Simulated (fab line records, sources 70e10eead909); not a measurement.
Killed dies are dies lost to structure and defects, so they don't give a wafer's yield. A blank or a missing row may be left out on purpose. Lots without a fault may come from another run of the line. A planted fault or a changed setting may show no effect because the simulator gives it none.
fab line records | flow nand_harc
record lots=4 wafers=12 last_day=33
route steps=1302 shown A_CHANNEL_HOLE_D2@581 END@1302
lots that met no fault: from a run of the same line without faults
start_h: hours from the record's first day to the start of the lot's first wafer shown | wait_h: hours since the lot's step before | " the same as in the row above | L1.1+2: a row that stands for several wafers | - no value, or no start given | * or withheld: withheld | < > ~ a bound
route shown NAME@n: a module of which the file shows steps, and the number in the route of the first | usual: mean/standard deviation of fault-free wafers | same: alike in all rows | chamber/n: place in a boat | sites: the reading at each site | _std_site: their standard deviation | _edge_site: outer sites' mean less inner sites' | radius_mm: how far each site lies from the wafer's centre | mask NAME#n: copy n | behind: the tool/chamber that last shaped the wafer | hold: why the lot was held/for how many hours/how that ended | device: the transistor (n, p or np) that didn't switch | end of line: the same wafers' tests at the end of the route | a step without rows: its recipe alone | killed: dies lost to structure and defects at the first sort, not the wafer's yield | map: a wafer's dies, x killed, . not, _ none there
set.NAME: the setting as run; set.NAME@STEP: as run at that earlier step | model.NAME: the simulator's own value behind a step, which no gauge read
lots at some steps of the route; a table a step, a row a wafer
services: from which hour (start_h, from the record's first day; less than 0 if before it) a tool's chamber was out of use, for how many hours, and why
## steps
# step NHARC_A_CHANNEL_HOLE_D2_DEVELOP_09
# recipe develop_time_s=35 dev_temp_c=23
# step NHARC_A_CHANNEL_HOLE_D2_DESCUM_15
# recipe time_s=3 o2_flow_sccm=200 ar_flow_sccm=0 bias_power_w=0 chemistry=O2
# step NHARC_A_CHANNEL_HOLE_D2_ETCH_38
# recipe target_depth_a=390 over_etch_frac=0.3 time_s=65 ion_energy_ev=80 cf4_flow_sccm=150 ar_flow_sccm=0 rf_w=300 bias_w=100 chemistry=CF4
# step NHARC_A_CHANNEL_HOLE_D2_ETCH_39
# recipe target_depth_a=2600 over_etch_frac=0.3 time_s=325 ion_energy_ev=200 n2_flow_sccm=150 h2_flow_sccm=150 ar_flow_sccm=0 rf_w=400 bias_w=150 chemistry=N2/H2
# step NHARC_A_CHANNEL_HOLE_D2_ETCH_34
# recipe target_depth_a=1540 time_s=77 cf4_flow_sccm=100 chf3_flow_sccm=30 ar_flow_sccm=0 rf_w=500 bias_w=200 chemistry=CF4/CHF3
# step NHARC_A_CHANNEL_HOLE_D2_ETCH_16
# recipe target_depth_a=31000 over_etch_frac=0.3 time_s=806 ion_energy_ev=150 o2_flow_sccm=400 cos_flow_sccm=20 ar_flow_sccm=0 rf_w=500 bias_w=300 chemistry=O2/COS
# step NHARC_A_CHANNEL_HOLE_D2_ETCH_19
# recipe bias_v=1200 source_w=2500 pressure_mtorr=15 time_s=34.5 ar_flow_sccm=375 c4f8_flow_sccm=28.8 o2_flow_sccm=96.2 temp_c=-20 target_depth_a=* chemistry=C4F8/O2/Ar
# step NHARC_A_CHANNEL_HOLE_D2_ETCH_20
# recipe bias_v=3000 source_w=withheld pressure_mtorr=20 time_s=361.9 ar_flow_sccm=375 c4f8_flow_sccm=89.3 o2_flow_sccm=35.7 temp_c=-20 target_depth_a=16000 chemistry=C4F8/O2/Ar
# step NHARC_A_CHANNEL_HOLE_D2_ETCH_21
# recipe bias_v=3000 source_w=withheld pressure_mtorr=20 time_s=514.3 ar_flow_sccm=375 c4f8_flow_sccm=89.3 o2_flow_sccm=35.7 temp_c=-20 target_depth_a=16000 chemistry=C4F8/O2/Ar
# usual c4f8_flow_sccm=89.35/0.29 chamber_pressure_mTorr=19.999/0.02 drypump_motor_current_A=5.3/0.46 showerhead_plenum_p_Torr=3.61/0.14 throttle_valve_pct=32.155/0.0088
# columns lot.wafer tool chamber start_h wait_h c4f8_flow_sccm chamber_pressure_mTorr drypump_motor_current_A rf_hours_counter_h showerhead_plenum_p_Torr throttle_valve_pct
L715.4 har_etch-02 1 335.30 0.3 - - - - - -
L715.3 " 0 " " - - - - - -
L715.5 " 1 " " - - - - - -
L713.1 har_etch-01 0 337.26 0.3 - - - - - -
L713.3 " 1 " " - - - - - -
L713.5 " 1 " " - - - - - -
L726.2 har_etch-01 1 456.28 0.3 89.41 20.050 4.7 246 3.58 32.163
L726.1 " 0 " " 89.42 20.007 5.6 246 3.44 32.161
L726.6 " 1 " " 89.26 20.013 4.8 - 3.58 32.168
L733.2 har_etch-02 1 524.37 0.3 89.40 19.978 5.8 76 3.66 32.146
L733.3 " 1 " " 89.67 20.025 5.8 - 3.66 32.150
L733.5 " 0 " " 89.49 19.998 4.9 - 3.89 32.159
# step NHARC_A_CHANNEL_HOLE_D2_ETCH_22
# recipe bias_v=3000 source_w=withheld pressure_mtorr=20 time_s=666.7 ar_flow_sccm=375 c4f8_flow_sccm=89.3 o2_flow_sccm=35.7 temp_c=-20 target_depth_a=16000 chemistry=C4F8/O2/Ar
# step NHARC_A_CHANNEL_HOLE_D2_ETCH_23
# recipe bias_v=5000 source_w=withheld pressure_mtorr=20 time_s=819 ar_flow_sccm=375 c4f8_flow_sccm=89.3 o2_flow_sccm=35.7 temp_c=-20 target_depth_a=16000 chemistry=C4F8/O2/Ar
# step NHARC_A_CHANNEL_HOLE_D2_ETCH_24
# recipe bias_v=5000 source_w=withheld pressure_mtorr=20 time_s=906.2 ar_flow_sccm=375 c4f8_flow_sccm=93.8 o2_flow_sccm=31.2 temp_c=-20 target_depth_a=15000 chemistry=C4F8/O2/Ar
# step NHARC_A_CHANNEL_HOLE_D2_ETCH_25
# recipe bias_v=5000 source_w=withheld pressure_mtorr=20 time_s=1040.2 ar_flow_sccm=375 c4f8_flow_sccm=93.8 o2_flow_sccm=31.2 temp_c=-20 target_depth_a=15000 chemistry=C4F8/O2/Ar
# step NHARC_A_CHANNEL_HOLE_D2_ETCH_26
# recipe bias_v=300 source_w=2000 pressure_mtorr=30 time_s=224.1 ar_flow_sccm=375 c4f8_flow_sccm=11.4 o2_flow_sccm=113.6 temp_c=-20 target_depth_a=3000 chemistry=C4F8/O2/Ar
# step NHARC_A_CHANNEL_HOLE_D2_ETCH_27
# recipe bias_v=400 source_w=2000 pressure_mtorr=25 time_s=90 ar_flow_sccm=375 c4f8_flow_sccm=41.7 o2_flow_sccm=83.3 temp_c=-20 target_depth_a=4000 chemistry=C4F8/O2/Ar
# step NHARC_A_CHANNEL_HOLE_D2_STRIP_41
# recipe n2_flow_sccm=150 h2_flow_sccm=150 ar_flow_sccm=0 bias_w=0 chemistry=N2/H2
# step NHARC_A_CHANNEL_HOLE_D2_STRIP_42
# recipe cf4_flow_sccm=100 chf3_flow_sccm=30 ar_flow_sccm=0 bias_w=0 chemistry=CF4/CHF3
# step NHARC_A_CHANNEL_HOLE_D2_STRIP_43
# recipe o2_flow_sccm=400 cos_flow_sccm=20 ar_flow_sccm=0 bias_w=0 chemistry=O2/COS
# step NHARC_A_CHANNEL_HOLE_D2_ETCH_44
# recipe target_depth_a=1400 overetch_a=140 time_s=77 ion_energy_ev=100 cf4_flow_sccm=80 o2_flow_sccm=20 ar_flow_sccm=0 rf_w=300 bias_w=100 chemistry=CF4/O2
# usual bias_w=100.02/0.29 cf4_flow_sccm=80.02/0.24 drypump_motor_current_A=5.8/0.48 oes_product_au=0.997/0.012 rf_vpp_V=197.6/1.6 showerhead_plenum_p_Torr=1.32/0.068 throttle_valve_pct=13.398/0.0095
# columns lot.wafer tool chamber start_h wait_h bias_w cf4_flow_sccm drypump_motor_current_A oes_product_au rf_hours_counter_h rf_vpp_V showerhead_plenum_p_Torr throttle_valve_pct model.A_CHANNEL_HOLE_D2.cd_nm
L715.3 rie_diel-01 3 339.46 0.1 100.35 79.97 5.2 0.989 7.3 200.4 1.43 13.391 2.309
L715.4 " 1 " " 99.98 79.90 5.7 1.003 8.3 195.7 1.26 13.403 104.2
L715.5 " 2 " " 99.91 80.18 5.7 1.008 - 195.8 1.25 13.408 2.404
L713.1 rie_diel-01 2 342.49 0.9 99.44 80.12 5.7 1.010 7.6 195.5 1.25 13.394 95.61
L713.3 " 0 " " 100.27 79.81 6.5 0.987 7.6 197.8 1.33 13.396 103.7
L713.5 " 2 " " 100.11 79.93 5.7 1.006 - 196.6 1.25 13.392 102.2
L726.1 rie_diel-01 3 460.59 0.1 100.26 79.85 5.2 1.008 4.8 199.5 1.43 13.381 92.6
L726.2 " 1 " " 100.28 80.01 5.7 1.010 5.0 196.3 1.26 13.409 89.4
L726.6 " 2 " " 99.62 80.24 5.7 1.006 - 195.3 1.24 13.392 90.53
L733.2 rie_diel-01 1 528.64 0.1 100.50 80.40 5.7 1.010 8.3 196.3 1.26 13.405 92.68
L733.3 " 0 " " 99.76 79.68 6.5 1.011 8.6 197.6 1.32 13.387 94.09
L733.5 " 2 " " 99.91 79.80 5.7 1.003 - 194.4 1.24 13.388 91.01
# step NHARC_A_CHANNEL_HOLE_D2_STRIP_28
# recipe o2_flow_sccm=500 ar_flow_sccm=0 bias_w=0 chemistry=O2
# step NHARC_A_CHANNEL_HOLE_D2_PRECLEAN_29
# recipe time_s=* temp_c=50 bath_age_min=0 chemistry=SC1
# step NHARC_A_CHANNEL_HOLE_D2_SRD_30
# step NHARC_A_CHANNEL_HOLE_D2_CD_MEAS_31
# usual cd_nm=91.0/1.6
# columns lot.wafer tool chamber start_h wait_h cd_nm
L715.3 cd_sem-01 - 340.26 - 3.3
L715.4 " - " " 0.4
L715.5 " - " " 1.7
L713.1 cd_sem-02 - 343.29 - 1.8
L713.3 " - " " -0.1
L713.5 " - " " 0.9
L726.1 cd_sem-03 - 461.38 - 92.3
L726.2 " - " " 88.3
L726.6 " - " " 90.8
L733.2 cd_sem-01 - 529.44 - 93.7
L733.3 " - " " 95.1
L733.5 " - " " 91.3
# step NHARC_A_CHANNEL_HOLE_D2_XSEM_32
# recipe landing_energy_ev=35000
# usual bot_cd_nm=75.4/1.8 bow_nm=8.69/0.26 tilt_deg=0.08/0.043
# columns lot.wafer tool chamber start_h wait_h bot_cd_nm bow_nm tilt_deg
L715.3 xsem-01 0 340.34 0.1 2.6 0.70 0.11
L715.4 " 0 " " 0.0 0.70 0.11
L715.5 " 0 " " 1.3 0.70 0.11
L713.1 xsem-02 0 343.38 0.1 1.6 0.66 0.16
L713.3 " 0 " " 0.0 0.65 0.16
L713.5 " 0 " " 0.5 0.66 0.16
L726.1 xsem-02 0 461.47 0.1 76.2 8.89 0.05
L726.2 " 0 " " 72.4 8.89 0.05
L726.6 " 0 " " 74.5 8.91 0.05
L733.2 xsem-01 0 529.52 0.1 78.3 8.43 0.07
L733.3 " 0 " " 80.4 8.61 0.07
L733.5 " 0 " " 76.3 8.47 0.07
# step NHARC_END_SORT_01
# recipe temp_c=25
# usual killed_at_array=59/17 killed_at_other=0.9/1.6 killed_at_periphery=3.7/2.3 killed_dies=64/17 killed_open=3.3/1.8 killed_short=2.4/1.6
# same gross_dies=677
# columns lot.wafer tool chamber start_h wait_h killed_at_array killed_at_other killed_at_periphery killed_dies killed_open killed_short
L713.1 prober-01 0 604.91 2.5 668 2 7 677 1 3
L713.3 prober-01 0 606.49 3.1 670 1 6 677 4 4
L713.5 prober-01 0 608.06 3.7 672 2 3 677 2 2
L715.3 prober-02 0 606.68 3.1 676 0 1 677 5 3
L715.4 prober-02 0 607.48 3.4 674 0 3 677 4 3
L715.5 prober-02 0 608.29 3.7 677 0 0 677 3 1
# killed by level:class
L713.1 A_CHANNEL_HOLE_D2:area_etch=595 A_CHANNEL_HOLE_D1:chamber_film_flake=30 A_SLIT:chamber_film_flake=25 A_CHANNEL_HOLE_D2:chamber_film_flake=7 P_STI:chamber_film_flake=5 A_CONTACT:chamber_film_flake=5 A_CHANNEL_FILL_D1:chamber_film_flake=2 THIN_TSV:chamber_film_flake=2
L713.3 A_CHANNEL_HOLE_D2:area_etch=592 A_SLIT:chamber_film_flake=31 A_CHANNEL_HOLE_D1:chamber_film_flake=29 A_STAIRCASE:chamber_film_flake=5 P_STI:chamber_film_flake=3 A_DECK1_JOINT:chamber_film_flake=3 A_CONTACT:chamber_film_flake=3 A_CHANNEL_HOLE_D2:chamber_film_flake=2
L715.3 A_CHANNEL_HOLE_D2:area_etch=639 A_CHANNEL_HOLE_D2:chamber_film_flake=24 A_CONTACT:chamber_film_flake=4 P_CONTACT:geometric_particle:open=1 A_CHANNEL_FILL_D1:geometric_particle:open=1 A_CHANNEL_FILL_D1:geometric_particle:short=1 A_DECK1_JOINT:geometric_particle:short=1 A_SGD_CUT:geometric_particle:short=1
L715.4 A_CHANNEL_HOLE_D2:area_etch=630 A_CHANNEL_HOLE_D2:chamber_film_flake=31 A_M1:chamber_film_flake=4 A_CHANNEL_HOLE_D1:chamber_film_flake=2 A_CONTACT:chamber_film_flake=2 P_GATE:geometric_particle:open=1 P_CONTACT:geometric_particle:short=1 P_M0:geometric_particle:open=1
L713.5 A_CHANNEL_HOLE_D2:area_etch=584 A_SLIT:chamber_film_flake=35 A_CHANNEL_HOLE_D1:chamber_film_flake=25 A_CHANNEL_HOLE_D2:chamber_film_flake=11 A_STAIRCASE:chamber_film_flake=4 A_CONTACT:chamber_film_flake=4 A_CHANNEL_FILL_D1:chamber_film_flake=3 A_ONON_D1:geometric_particle:open=2
L715.5 A_CHANNEL_HOLE_D2:area_etch=625 A_CHANNEL_HOLE_D2:chamber_film_flake=36 A_CONTACT:chamber_film_flake=6 A_M1:chamber_film_flake=4 A_CHANNEL_FILL_D2:geometric_particle:open=1 A_M0:geometric_particle:short=1 A_M0:geometric_particle:open=1 A_M1:geometric_particle:open=1
# map L713.1 (x killed, . not)
____________x____________
_________xxxxxxx_________
_______xxxxxxxxxxx_______
______xxxxxxxxxxxxx______
_____xxxxxxxxxxxxxxx_____
____xxxxxxxxxxxxxxxxx____
____xxxxxxxxxxxxxxxxx____
___xxxxxxxxxxxxxxxxxxx___
___xxxxxxxxxxxxxxxxxxx___
__xxxxxxxxxxxxxxxxxxxxx__
__xxxxxxxxxxxxxxxxxxxxx__
_xxxxxxxxxxxxxxxxxxxxxxx_
_xxxxxxxxxxxxxxxxxxxxxxx_
_xxxxxxxxxxxxxxxxxxxxxxx_
_xxxxxxxxxxxxxxxxxxxxxxx_
_xxxxxxxxxxxxxxxxxxxxxxx_
xxxxxxxxxxxxxxxxxxxxxxxxx
xxxxxxxxxxxxxxxxxxxxxxxxx
xxxxxxxxxxxxxxxxxxxxxxxxx
xxxxxxxxxxxxxxxxxxxxxxxxx
xxxxxxxxxxxxxxxxxxxxxxxxx
_xxxxxxxxxxxxxxxxxxxxxxx_
_xxxxxxxxxxxxxxxxxxxxxxx_
_xxxxxxxxxxxxxxxxxxxxxxx_
_xxxxxxxxxxxxxxxxxxxxxxx_
_xxxxxxxxxxxxxxxxxxxxxxx_
__xxxxxxxxxxxxxxxxxxxxx__
__xxxxxxxxxxxxxxxxxxxxx__
___xxxxxxxxxxxxxxxxxxx___
___xxxxxxxxxxxxxxxxxxx___
____xxxxxxxxxxxxxxxxx____
____xxxxxxxxxxxxxxxxx____
_____xxxxxxxxxxxxxxx_____
______xxxxxxxxxxxxx______
_______xxxxxxxxxxx_______
_________xxxxxxx_________
____________x____________
# map L715.3 (x killed, . not)
____________x____________
_________xxxxxxx_________
_______xxxxxxxxxxx_______
______xxxxxxxxxxxxx______
_____xxxxxxxxxxxxxxx_____
____xxxxxxxxxxxxxxxxx____
____xxxxxxxxxxxxxxxxx____
___xxxxxxxxxxxxxxxxxxx___
___xxxxxxxxxxxxxxxxxxx___
__xxxxxxxxxxxxxxxxxxxxx__
__xxxxxxxxxxxxxxxxxxxxx__
_xxxxxxxxxxxxxxxxxxxxxxx_
_xxxxxxxxxxxxxxxxxxxxxxx_
_xxxxxxxxxxxxxxxxxxxxxxx_
_xxxxxxxxxxxxxxxxxxxxxxx_
_xxxxxxxxxxxxxxxxxxxxxxx_
xxxxxxxxxxxxxxxxxxxxxxxxx
xxxxxxxxxxxxxxxxxxxxxxxxx
xxxxxxxxxxxxxxxxxxxxxxxxx
xxxxxxxxxxxxxxxxxxxxxxxxx
xxxxxxxxxxxxxxxxxxxxxxxxx
_xxxxxxxxxxxxxxxxxxxxxxx_
_xxxxxxxxxxxxxxxxxxxxxxx_
_xxxxxxxxxxxxxxxxxxxxxxx_
_xxxxxxxxxxxxxxxxxxxxxxx_
_xxxxxxxxxxxxxxxxxxxxxxx_
__xxxxxxxxxxxxxxxxxxxxx__
__xxxxxxxxxxxxxxxxxxxxx__
___xxxxxxxxxxxxxxxxxxx___
___xxxxxxxxxxxxxxxxxxx___
____xxxxxxxxxxxxxxxxx____
____xxxxxxxxxxxxxxxxx____
_____xxxxxxxxxxxxxxx_____
______xxxxxxxxxxxxx______
_______xxxxxxxxxxx_______
_________xxxxxxx_________
____________x____________
## services
# columns tool chamber start_h hours kind
rie_diel-01 2 330.61 7.2 repair
rie_diel-01 0 335.41 - clean
rie_diel-01 1 335.41 - clean
rie_diel-01 3 335.41 - clean
rie_diel-01 3 356.74 3.7 repair
rie_diel-01 0 359.91 - clean
rie_diel-01 1 359.91 - clean
rie_diel-01 2 359.91 - clean
xsem-01 - 374.00 14.0 pm
har_etch-02 - 377.00 17.0 pm
rie_diel-01 - 380.80 9.0 pm
rie_diel-01 0 380.80 9.0 vent_cycle
rie_diel-01 1 380.80 9.0 vent_cycle
rie_diel-01 2 380.80 9.0 vent_cycle
rie_diel-01 3 380.80 9.0 vent_cycle
rie_diel-01 0 389.80 - clean
rie_diel-01 1 389.80 - clean
rie_diel-01 2 389.80 - clean
rie_diel-01 3 389.80 - clean
rie_diel-01 0 414.30 - clean
rie_diel-01 2 444.74 3.6 repair
rie_diel-01 0 463.27 2.8 repair
rie_diel-01 1 493.59 5.4 repair
har_etch-01 - 521.37 3.6 repair
## key
first_sign step=NHARC_A_CHANNEL_HOLE_D2_ETCH_21 reading=tool_record direction=missing
effect step=NHARC_A_CHANNEL_HOLE_D2_CD_MEAS_31 reading=cd_nm direction=down sigmas=57 usual=91.0 struck=1.3
effect step=NHARC_A_CHANNEL_HOLE_D2_XSEM_32 reading=bot_cd_nm direction=down sigmas=42 usual=75.4 struck=1.0
effect step=NHARC_END_SORT_01 reading=killed_at_array direction=up sigmas=37 usual=59 struck=673
model_effect step=NHARC_A_CHANNEL_HOLE_D2_ETCH_44 value=A_CHANNEL_HOLE_D2.cd_nm without=90.97 struck=68.39
more_kills_born_at NHARC_A_CHANNEL_HOLE_D2_ETCH_21@har_etch-02=1894 NHARC_A_CHANNEL_HOLE_D2_ETCH_21@har_etch-01=1771
met_at NHARC_A_CHANNEL_HOLE_D2_ETCH_21
struck_wafers L713.1,L713.3,L713.5,L715.3,L715.4,L715.5
later_rows_left_out L713.1,L713.3,L713.5,L715.3,L715.4,L715.5
tester_left_out L713,L715
fault kind=skipped_step_whole tool=har_etch-01,har_etch-02 chamber=- onset_h=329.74 steps=NHARC_A_CHANNEL_HOLE_D2_ETCH_21 scope=struck_lots_only
# tester_left_out: of these lots the tester's yield and bins aren't shown, on N5 and GAA mostly nor the transistor test; their killed dies are dies lost to structure and defects alone, not to doping, threshold or leakage, so they don't give the yield
# later_rows_left_out: the simulator's readings of these wafers behind a module that went badly wrong aren't trusted and aren't shown, but for the sort
